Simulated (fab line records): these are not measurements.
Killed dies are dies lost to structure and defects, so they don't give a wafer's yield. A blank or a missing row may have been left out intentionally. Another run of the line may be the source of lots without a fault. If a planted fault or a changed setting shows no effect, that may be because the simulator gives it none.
Struck lot and sound lot, side by side || flow nand_harc || 14 steps out of a route of 1159
Sound: these wafers, L817.1, L817.2, L817.5. Struck: wafers L816.1, L816.2, L816.3. The cause is given at the end.
Order at every step that has rows: each side's tool, ch and its chambers, its first start. Under that, the readings that differ: sound wafers || struck wafers || difference of the means || sigmas: that difference in standard deviations of wafers without a fault.
alike: a reading whose means differ by less than 2 such deviations, as well as words and numbers matching on both sides. not compared: withheld readings; readings where some wafer has no value; bounds like >300 that might hide an equal value; numbers whose values overlap and for which the record gives no deviation.
Wherever a step has rows on one side only, a row that says differs or no value, or a row with sigmas, the two part there. When numbers do not overlap yet have no deviation, they are printed without sigmas and do not part them. A reading missing from all wafers of one side parts the sides only when that side holds two or more wafers.

NHARC_A_M1_DEGAS_29: time 60 s.
  sound on pvd_sputter-02 at day 22 10:29; struck on pvd_sputter-01 at day 22 01:02
  alike: heater_power_w
then, 1 step without rows for these wafers: NHARC_A_M1_PRE_CLEAN_30 (time 30 s).
NHARC_A_M1_PVD_20: deposits TaN, target thk 5 nm, time 8.06 s.
  sound on pvd_sputter-02; struck on pvd_sputter-01
  alike: throttle_valve_pct
then, 2 steps without rows for these wafers: NHARC_A_M1_PVD_21 (deposits Cu, target thk 30 nm, time 20.49 s); NHARC_A_M1_ECD_22 (material Cu, target thk 400 nm).
NHARC_A_M1_ANNEAL_31: time 90 s.
  sound on rtp_anneal-02 ch 0, day 22 11:15; struck on rtp_anneal-01 ch 0, day 22 02:05
  alike: wafer_temp_C_max
NHARC_A_M1_CMP_23: polishes, t overpolish 20 s, target thk 154.34 nm.
  sound on cmp-01 ch 0,3, day 22 11:38; struck on cmp-02 ch 0,1,3, day 22 02:25
  alike: motor_current_A, slurry_filter_dp_kPa, time_to_endpoint_s
NHARC_A_M1_THK_MEAS_24: measures by xrf.
  sound on film_metro-02 at day 22 11:55; struck on film_metro-01 at day 22 02:44
  alike: thk_nm
following that, these wafers have no rows for 1 step: NHARC_A_M1_SRD_25.
NHARC_A_M1_INSPECT_27:
  sound on defect_inspect-02 at day 22 12:06; struck on defect_inspect-02 at day 22 02:54
  alike: raw_defect_count
NHARC_A_M1_PRE_CLEAN_32: time 12 s.
  sound on pecvd-04 ch 0,1, day 22 12:11; struck on pecvd-04 ch 0,1,2, day 22 02:58
  alike: heater_power_w
NHARC_A_M1_DEP_33: deposits SiCN, target thk 30 nm.
  sound on pecvd-04 ch 0,1, day 22 12:17; struck on pecvd-04 ch 0,1,2, day 22 03:02
  no value came back on the struck wafers for chamber_pressure_Torr (Torr), heater_power_outer_w (W), heater_power_w (W); on the sound wafers chamber_pressure_Torr (Torr) reads 3.005 2.990 2.993
then, 1 step without rows for these wafers: NHARC_A_BONDPAD_DEP_00 (deposits SiCN, target thk 250 nm).
NHARC_END_SORT_01:
  sound on prober-02 ch 0, day 23 22:04; struck on prober-02 ch 0, day 23 14:14
  alike: defect_limited_yield, killed_at_array, killed_at_other, killed_at_periphery, killed_dies, killed_open, killed_short, sort_bin_2_pct, sort_bin_3_pct, sort_bin_4_pct, sort_n_pass, sort_rim_yield_pct, sort_yield_pct

## WHERE THEY PART
Only at NHARC_A_M1_DEP_33, as far as this record shows. Later steps at which nothing parts them and some readings are alike: NHARC_END_SORT_01.

WHY: what the simulator had put in
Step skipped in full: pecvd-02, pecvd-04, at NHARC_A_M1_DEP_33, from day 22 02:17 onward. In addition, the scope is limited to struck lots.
